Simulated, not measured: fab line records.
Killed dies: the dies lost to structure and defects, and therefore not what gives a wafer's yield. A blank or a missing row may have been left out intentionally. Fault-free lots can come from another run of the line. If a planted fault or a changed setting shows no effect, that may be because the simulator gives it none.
Matching of chambers / flow n5 finfet / N5_BEOL_M9_CURE_72 on uv cure-01: 3 sister chambers
The step cures SiCOH lowk, time 120 s. 16 wafers are shown with their chamber, then 8 later ones without.

## WAFERS PAIRED WITH THEIR CHAMBERS
wafer=L082.1; chamber=2; wafer_temp_C_max=371.3; lamp power pct (%)=52.35
wafer=L082.3; chamber=2; wafer_temp_C_max=371.4; lamp power pct (%)=52.32
wafer=L082.6; chamber=2; wafer_temp_C_max=371.6; lamp power pct (%)=52.26
wafer=L087.3; chamber=0; wafer_temp_C_max=371.2; lamp power pct (%)=52.40
wafer=L087.4; chamber=0; wafer_temp_C_max=371.2; lamp power pct (%)=52.28
wafer=L087.6; chamber=0; wafer_temp_C_max=371.1; lamp power pct (%)=52.23
wafer=L086.4; chamber=2; wafer_temp_C_max=371.7; lamp power pct (%)=52.24
wafer=L086.5; chamber=2; wafer_temp_C_max=371.3; lamp power pct (%)=52.29
wafer=L086.6; chamber=2; wafer_temp_C_max=371.8; lamp power pct (%)=52.22
wafer=L092.3; chamber=0; wafer_temp_C_max=371.4; lamp power pct (%)=52.30
wafer=L092.5; chamber=0; wafer_temp_C_max=371.2; lamp power pct (%)=52.29
wafer=L092.6; chamber=0; wafer_temp_C_max=371.5; lamp power pct (%)=52.36
wafer=L093.2; chamber=1; wafer_temp_C_max=371.1; lamp power pct (%)=52.32
wafer=L093.4; chamber=1; wafer_temp_C_max=371.2; lamp power pct (%)=52.22
wafer=L093.6; chamber=1; wafer_temp_C_max=371.4; lamp power pct (%)=52.18
wafer=L095.1; chamber=2; wafer_temp_C_max=371.5; lamp power pct (%)=52.39

SIGNATURES, as means of the wafers listed above
reading=wafer_temp_C_max; chamber 0=371.267; chamber 1=371.233; chamber 2=371.514; scatter within a chamber=0.173
reading=lamp power pct; chamber 0=52.3100; chamber 1=52.2400; chamber 2=52.2957; scatter within a chamber=0.0629
Rule: for a wafer and a chamber, the distance is found by dividing, reading by reading, the gap between the wafer's reading and the chamber's mean by the reading's scatter, squaring, summing and taking the root. If the next closest chamber is less than 2 further off than the closest, the wafer can't be placed; otherwise it belongs to the closest. The scatter: the root of (the sum of the squares of (reading less its chamber's mean) over the shown wafers, divided by (wafers less chambers)).

## WAFERS MISSING THEIR CHAMBER
wafer=L095.3; wafer_temp_C_max=372.1; lamp power pct (%)=52.36
wafer=L095.5; wafer_temp_C_max=371.6; lamp power pct (%)=52.31
wafer=L095.2; wafer_temp_C_max=371.6; lamp power pct (%)=52.38
wafer=L095.4; wafer_temp_C_max=371.7; lamp power pct (%)=52.32
wafer=L095.6; wafer_temp_C_max=371.6; lamp power pct (%)=52.29
wafer=L096.1; wafer_temp_C_max=372.0; lamp power pct (%)=52.29
wafer=L096.2; wafer_temp_C_max=371.5; lamp power pct (%)=52.27
wafer=L096.6; wafer_temp_C_max=371.4; lamp power pct (%)=52.35

## WHICH CHAMBER EACH WENT THROUGH
wafer=L095.3; from the rows above=can't be placed: 2 or 0 or 1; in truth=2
wafer=L095.5; from the rows above=can't be placed: 2 or 0 or 1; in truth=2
wafer=L095.2; from the rows above=can't be placed: 2 or 0 or 1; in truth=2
wafer=L095.4; from the rows above=can't be placed: 2 or 0 or 1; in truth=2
wafer=L095.6; from the rows above=can't be placed: 2 or 0 or 1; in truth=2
wafer=L096.1; from the rows above=can't be placed: 2 or 0 or 1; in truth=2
wafer=L096.2; from the rows above=can't be placed: 2 or 0 or 1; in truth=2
wafer=L096.6; from the rows above=can't be placed: 0 or 2 or 1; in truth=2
Placed correctly: 0 of 8. Not placeable from these rows: 8 (in 8, the candidates include the true chamber). 0 placed wrongly.
